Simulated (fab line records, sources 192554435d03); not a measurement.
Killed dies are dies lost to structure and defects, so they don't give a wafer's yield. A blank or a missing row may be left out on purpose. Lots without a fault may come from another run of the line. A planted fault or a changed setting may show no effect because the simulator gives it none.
Chamber matching | flow n5_finfet | N5_FIN_SAQP_STRIP_77 on rie_diel-04: 4 sister chambers
The step strips in N2/H2, time 90 s. 4 wafers are shown with their chamber, then 8 later ones without.

WAFERS WITH THEIR CHAMBER
wafer  | chamber | showerhead_plenum_p_Torr (Torr)
L086.3 | 3       | 3.40
L089.4 | 2       | 3.33
L091.5 | 0       | 3.36
L093.1 | 1       | 3.23

WAFERS WITHOUT THEIR CHAMBER
wafer  | showerhead_plenum_p_Torr (Torr)
L093.2 | 3.39
L093.4 | 3.36
L095.3 | 3.36
L095.4 | 3.23
L095.5 | 3.39
L097.2 | 3.22
L097.4 | 3.32
L097.6 | 3.35

WHICH CHAMBER EACH WENT THROUGH
wafer  | from the rows above     | in truth
L093.2 | 3                       | 3
L093.4 | 0                       | 0
L095.3 | 0                       | 0
L095.4 | 1                       | 1
L095.5 | 3                       | 3
L097.2 | 1                       | 1
L097.4 | 2                       | 2
L097.6 | can't be placed: 0 or 2 | 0
Placed correctly: 7 of 8. Can't be placed from these rows: 1 (the true chamber is among the candidates in 1). Placed wrongly: 0.
How it was worked out, from the rows above alone: a wafer's distance from a chamber is the root of the sum, over the readings, of the square of ((its reading less the chamber's mean) divided by the reading's scatter). The wafer belongs to the nearest chamber; if the next one is less than 2 further off, it can't be placed. A chamber's mean is the mean of its shown wafers. The scatter: with one shown wafer a chamber, the root of the mean of the squares of how far each hidden wafer lies from its nearest shown one.
